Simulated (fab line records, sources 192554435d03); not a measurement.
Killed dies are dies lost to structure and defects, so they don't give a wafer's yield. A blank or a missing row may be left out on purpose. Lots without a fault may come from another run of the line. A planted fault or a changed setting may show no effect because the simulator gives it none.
Which tool did it? | flow n5_finfet | 9 lots, 24 wafers sampled, at 8 steps of a route of 1938

WHAT THE GAUGES READ, wafer by wafer
N5_BEOL_M4_RC_MEAS_101. Usual: DIBL_N 35.6 mV/V, standard deviation 1.7; DIBL_P 35.0 mV/V, standard deviation 2; IOFF_N 0.148 nA/um, standard deviation 0.027; IOFF_P 0.19 nA/um, standard deviation 0.032; ION_N 671 uA/um, standard deviation 14; ION_P 460 uA/um, standard deviation 9.1; SS_N 71.3 mV/dec, standard deviation 0.62; SS_P 73.0 mV/dec, standard deviation 0.64; VT_N 251 mV, standard deviation 3.2; VT_P -251.5 mV, standard deviation 2.9.
lot  | measured     | on        | DIBL_N (mV/V)  | DIBL_P (mV/V)  | IOFF_N (nA/um)    | IOFF_P (nA/um) | ION_N (uA/um) | ION_P (uA/um) | SS_N (mV/dec)  | SS_P (mV/dec)  | VT_N (mV)   | VT_P (mV)            | flag
L514 | day 9 20:11  | prober-01 | 37.5 34.9 35.0 | 37.9 35.3 32.8 | 0.188 0.137 0.124 | 0.22 0.19 0.15 | 657 666 633   | 449 460 436   | 72.2 71.2 71.7 | 73.4 72.9 72.5 | 248 252 254 | -249.2 -252.1 -258.2 |
L512 | day 11 04:55 | prober-01 | 33.9 31.4 32.5 | 34.3 32.1 33.4 | 0.132 0.109 0.121 | 0.17 0.15 0.16 | 655 667 668   | 446 453 458   | 70.6 70.2 70.2 | 72.2 71.5 72.0 | 255 253 252 | -254.2 -253.2 -253.3 |
L517 | day 11 08:19 | prober-01 | 33.8 34.2 37.2 | 34.1 34.7 38.8 | 0.140 0.161 0.214 | 0.22 0.23 0.31 | 674 690 680   | 467 472 473   | 71.2 71.3 72.0 | 73.1 73.4 74.6 | 250 245 245 | -246.6 -246.9 -244.7 |
L518 | day 11 09:05 | prober-01 | 34.4 31.1 35.0 | 36.7 31.3 36.3 | 0.149 0.094 0.163 | 0.25 0.16 0.24 | 679 650 687   | 471 460 472   | 71.1 71.0 71.4 | 74.1 71.8 73.4 | 249 257 248 | -246.7 -249.5 -247.2 |
L522 | day 12 13:04 | prober-02 | 38.8 38.5      | 36.7 36.0      | 0.158 0.165       | 0.19 0.19      | 668 660       | 450 447       | 70.9 72.1      | 74.1 73.2      | 253 252     | -254.5 -252.7        |
L523 | day 12 16:08 | prober-01 | 36.7 33.8 33.4 | 34.2 31.8 31.3 | 0.161 0.117 0.114 | 0.21 0.17 0.16 | 658 660 639   | 451 452 447   | 72.0 71.2 70.4 | 73.1 72.4 72.5 | 252 252 253 | -249.6 -252.6 -253.5 |
L527 | day 13 12:05 | prober-01 | 36.7 35.3      | 34.2 34.1      | 0.147 0.133       | 0.18 0.18      | 655 682       | 454 476       | 71.5 70.5      | 72.7 72.9      | 252 252     | -250.2 -251.4        |
L528 | day 13 17:23 | prober-02 | 35.5 40.2      | 34.2 40.5      | 0.119 0.222       | 0.18 0.30      | 662 692       | 458 475       | 70.5 72.3      | 72.3 73.4      | 253 247     | -251.4 -244.4        |
L529 | day 13 20:51 | prober-02 | 34.3 36.1 33.4 | 32.5 34.7 31.5 | 0.125 0.166 0.114 | 0.17 0.21 0.16 | 661 677 662   | 453 458 460   | 71.1 71.4 70.9 | 72.1 72.9 71.8 | 250 245 254 | -253.9 -248.5 -254.1 |

N5_BEOL_M5_THK_MEAS_53: measures by xrf. Usual: M5_THK 60.4 nm, standard deviation 1.8.
lot  | measured     | on            | M5_THK (nm)       | flag
L514 | day 10 18:27 | film_metro-02 | 297.8 292.5 297.2 | OFF
L512 | day 11 17:46 | film_metro-01 | 292.5 289.8 289.4 | OFF
L517 | day 11 21:35 | film_metro-02 | 297.9 293.9 298.2 | OFF
L518 | day 11 22:35 | film_metro-02 | 61.8 62.6 60.9    |
L522 | day 13 01:59 | film_metro-01 | 59.4 61.2         |
L523 | day 13 03:16 | film_metro-02 | 59.9 59.1 58.7    |
L527 | day 14 04:28 | film_metro-02 | 60.0 61.5         |
L528 | day 14 06:02 | film_metro-02 | 62.1 63.6         |
L529 | day 14 08:45 | film_metro-02 | 61.3 62.5 60.2    |

N5_BEOL_M5_RS_MEAS_57: measures by four-point-probe. Usual: M5_RS 0.395 ohm/sq, standard deviation 0.013.
lot  | measured     | on            | M5_RS (ohm/sq)    | flag
L514 | day 10 18:43 | film_metro-02 | 0.054 0.055 0.054 | OFF
L512 | day 11 18:02 | film_metro-01 | 0.054 0.054 0.054 | OFF
L517 | day 11 21:51 | film_metro-02 | 0.054 0.054 0.053 | OFF
L518 | day 11 22:51 | film_metro-01 | 0.385 0.378 0.392 |
L522 | day 13 02:14 | film_metro-01 | 0.395 0.383       |
L523 | day 13 03:31 | film_metro-01 | 0.402 0.409 0.411 |
L527 | day 14 04:44 | film_metro-02 | 0.401 0.388       |
L528 | day 14 06:17 | film_metro-01 | 0.388 0.378       |
L529 | day 14 09:01 | film_metro-01 | 0.389 0.380 0.398 |

N5_BEOL_M5_INSPECT_58: inspects for defects (darkfield). Usual: raw_defect_count 79, standard deviation 25.
lot  | measured     | on                | raw_defect_count | flag
L514 | day 10 18:44 | defect_inspect-02 | 1889 2005 2117   | OFF
L512 | day 11 18:04 | defect_inspect-02 | 1992 2066 2010   | OFF
L517 | day 11 21:53 | defect_inspect-01 | 1978 2058 2009   | OFF
L518 | day 11 22:52 | defect_inspect-01 | 91 126 91        |
L522 | day 13 02:16 | defect_inspect-02 | 61 42            |
L523 | day 13 03:32 | defect_inspect-01 | 101 113 62       |
L527 | day 14 04:46 | defect_inspect-02 | 103 65           |
L528 | day 14 06:19 | defect_inspect-02 | 109 113          |
L529 | day 14 09:02 | defect_inspect-02 | 52 62 56         |

WHICH TOOL RAN EACH LOT (tool, then ch and the chambers of the sampled wafers, then the start)
lot  | N5_BEOL_M5_PRE_CLEAN_45      | N5_BEOL_M5_ANNEAL_84         | N5_BEOL_M5_SPUTTER_90        | N5_BEOL_M5_CMP_52
L514 | pvd_sputter-01, day 10 09:15 | pvd_sputter-02, day 10 14:02 | pvd_sputter-02, day 10 16:08 | cmp-03 ch 2,3, day 10 18:10
L512 | pvd_sputter-02, day 11 10:54 | pvd_sputter-01, day 11 14:40 | pvd_sputter-01, day 11 16:46 | cmp-02 ch 0,2,3, day 11 17:29
L517 | pvd_sputter-02, day 11 13:49 | pvd_sputter-02, day 11 18:34 | pvd_sputter-02, day 11 20:40 | cmp-02 ch 0,1, day 11 21:18
L518 | pvd_sputter-02, day 11 14:07 | pvd_sputter-01, day 11 19:10 | pvd_sputter-01, day 11 21:16 | cmp-03 ch 0,1, day 11 22:20
L522 | pvd_sputter-01, day 12 19:56 | pvd_sputter-01, day 12 23:05 | pvd_sputter-01, day 13 01:10 | cmp-02 ch 0,3, day 13 01:46
L523 | pvd_sputter-03, day 12 21:24 | pvd_sputter-03, day 13 00:22 | pvd_sputter-03, day 13 02:28 | cmp-02 ch 1,2,3, day 13 03:00
L527 | pvd_sputter-02, day 13 22:31 | pvd_sputter-02, day 14 01:34 | pvd_sputter-02, day 14 03:40 | cmp-02 ch 2,3, day 14 04:13
L528 | pvd_sputter-03, day 14 00:14 | pvd_sputter-01, day 14 03:08 | pvd_sputter-01, day 14 05:14 | cmp-02 ch 2,3, day 14 05:46
L529 | pvd_sputter-03, day 14 02:14 | pvd_sputter-03, day 14 05:18 | pvd_sputter-03, day 14 07:24 | cmp-03 ch 0,3, day 14 08:29
- N5_BEOL_M5_PRE_CLEAN_45: time 30 s.
- N5_BEOL_M5_ANNEAL_84: time 1800 s.
- N5_BEOL_M5_SPUTTER_90: material Cu, target thk 4.5 nm, time 8.29 s.
- N5_BEOL_M5_CMP_52: polishes, stops on SiCOH lowk, t overpolish 6.9 s, target thk 62 nm.

WHAT THE TOOLS THEMSELVES READ (means of the sampled wafers that have a number; where no wafer has one, the mark that the record gives instead)
N5_BEOL_M5_PRE_CLEAN_45. Usual: heater_power_w 330 W, standard deviation 34; susceptor_temp_C 250.01 C, standard deviation 0.18.
lot  | tool           | heater_power_w (W) | susceptor_temp_C (C) | flag
L514 | pvd_sputter-01 | 322                | 250.01               |
L512 | pvd_sputter-02 | 329                | 249.95               |
L517 | pvd_sputter-02 | 316                | 250.06               |
L518 | pvd_sputter-02 | 326                | 250.14               |
L522 | pvd_sputter-01 | 350                | 250.06               |
L523 | pvd_sputter-03 | 349                | 250.07               |
L527 | pvd_sputter-02 | 330                | 249.91               |
L528 | pvd_sputter-03 | 347                | 249.81               |
L529 | pvd_sputter-03 | 357                | 250.04               |

N5_BEOL_M5_ANNEAL_84. Usual: heater_power_w 831 W, standard deviation 82; susceptor_temp_C 400.00 C, standard deviation 0.24.
lot  | tool           | heater_power_w (W) | susceptor_temp_C (C) | flag
L514 | pvd_sputter-02 | 825                | 399.90               |
L512 | pvd_sputter-01 | 842                | 400.28               |
L517 | pvd_sputter-02 | 795                | 399.92               |
L518 | pvd_sputter-01 | 807                | 399.91               |
L522 | pvd_sputter-01 | 798                | 399.88               |
L523 | pvd_sputter-03 | 885                | 400.06               |
L527 | pvd_sputter-02 | 841                | 400.01               |
L528 | pvd_sputter-01 | 824                | 399.81               |
L529 | pvd_sputter-03 | 914                | 399.87               |

N5_BEOL_M5_SPUTTER_90. Usual: substrate_temp_c -19.99 C, standard deviation 0.11; susceptor_temp_C -20.00 C, standard deviation 0.1; throttle_valve_pct 30.1 %, standard deviation 1.4.
lot  | tool           | substrate_temp_c (C) | susceptor_temp_C (C) | throttle_valve_pct (%) | flag
L514 | pvd_sputter-02 | -20.01               | -20.08               | 30.1                   |
L512 | pvd_sputter-01 | -20.05               | -20.07               | 29.7                   |
L517 | pvd_sputter-02 | -19.94               | -19.92               | 30.5                   |
L518 | pvd_sputter-01 | -19.98               | -20.01               | 30.5                   |
L522 | pvd_sputter-01 | -19.87               | -20.03               | 31.0                   |
L523 | pvd_sputter-03 | -20.04               | -19.95               | 28.1                   |
L527 | pvd_sputter-02 | -19.98               | -20.04               | 29.9                   |
L528 | pvd_sputter-01 | -19.91               | -20.00               | 30.9                   |
L529 | pvd_sputter-03 | -19.98               | -20.02               | 28.9                   |

N5_BEOL_M5_CMP_52. Usual: barrier_field_endpoint_s 24.4 s, standard deviation 0.48; clearing_platen_down_force_psi 1.500 psi, standard deviation 0.003; motor_current_A 6.1 A, standard deviation 0.65; overpolish_run_s 6.898 s, standard deviation 0.0085; pad_life_wafers 1001, standard deviation 680; platen_rpm 50.00 rpm, standard deviation 0.033; slurry_filter_dp_kPa 13.52 kPa, standard deviation 0.14; time_to_endpoint_s 61.1 s, standard deviation 2.6.
lot  | tool   | barrier_field_endpoint_s (s) | clearing_platen_down_force_psi (psi) | motor_current_A (A) | overpolish_run_s (s) | pad_life_wafers | platen_rpm (rpm) | slurry_filter_dp_kPa (kPa) | time_to_endpoint_s (s) | flag
L514 | cmp-03 | -                            | -                                    | -                   | -                    | -               | -                | -                          | -                      | OFF
L512 | cmp-02 | -                            | -                                    | -                   | -                    | -               | -                | -                          | -                      | OFF
L517 | cmp-02 | -                            | -                                    | -                   | -                    | -               | -                | -                          | -                      | OFF
L518 | cmp-03 | 25.2                         | 1.503                                | 7.0                 | 6.898                | 79              | 50.00            | 13.43                      | 63.3                   |
L522 | cmp-02 | 24.2                         | 1.500                                | 6.2                 | 6.891                | 1070            | 49.94            | 13.54                      | 59.0                   |
L523 | cmp-02 | 23.9                         | 1.499                                | 6.1                 | 6.891                | 1094            | 49.98            | 13.46                      | 58.3                   |
L527 | cmp-02 | 24.5                         | 1.498                                | 6.2                 | 6.907                | 1303            | 50.03            | 13.55                      | 61.9                   |
L528 | cmp-02 | 24.4                         | 1.503                                | 6.2                 | 6.904                | 1310            | 50.02            | 13.52                      | 62.2                   |
L529 | cmp-03 | 24.0                         | 1.500                                | 6.4                 | 6.906                | 301             | 50.00            | 13.73                      | 60.8                   |

THE ANSWER, worked out from the rows above alone
Rule: a lot is off if the mean of its wafers that have a number lies more than 3 standard deviations from the usual mean. A lot without any number at a reading at which 4 lots or more have one is off too. The other lots that the step has rows for count as sound. The gauges are gone through in route order, then the tools' own readings, and for those a lot's mean is taken as printed above. The first step at which some lot is off is used, and at that step the reading that is off furthest; a lot without a number counts as furthest.
Off: L514, L512, L517, at N5_BEOL_M5_THK_MEAS_53 (M5_THK).
A tool fits if, at a process step before that reading, it ran every lot that is off, and no sound lot after the first of them. The gauges at N5_BEOL_M5_THK_MEAS_53 aren't tried: what is off there is off at N5_BEOL_M5_INSPECT_58 too, on other tools, and a gauge's error can't cause that. None of those tried fits.

WHAT THE SIMULATOR HAD PUT IN
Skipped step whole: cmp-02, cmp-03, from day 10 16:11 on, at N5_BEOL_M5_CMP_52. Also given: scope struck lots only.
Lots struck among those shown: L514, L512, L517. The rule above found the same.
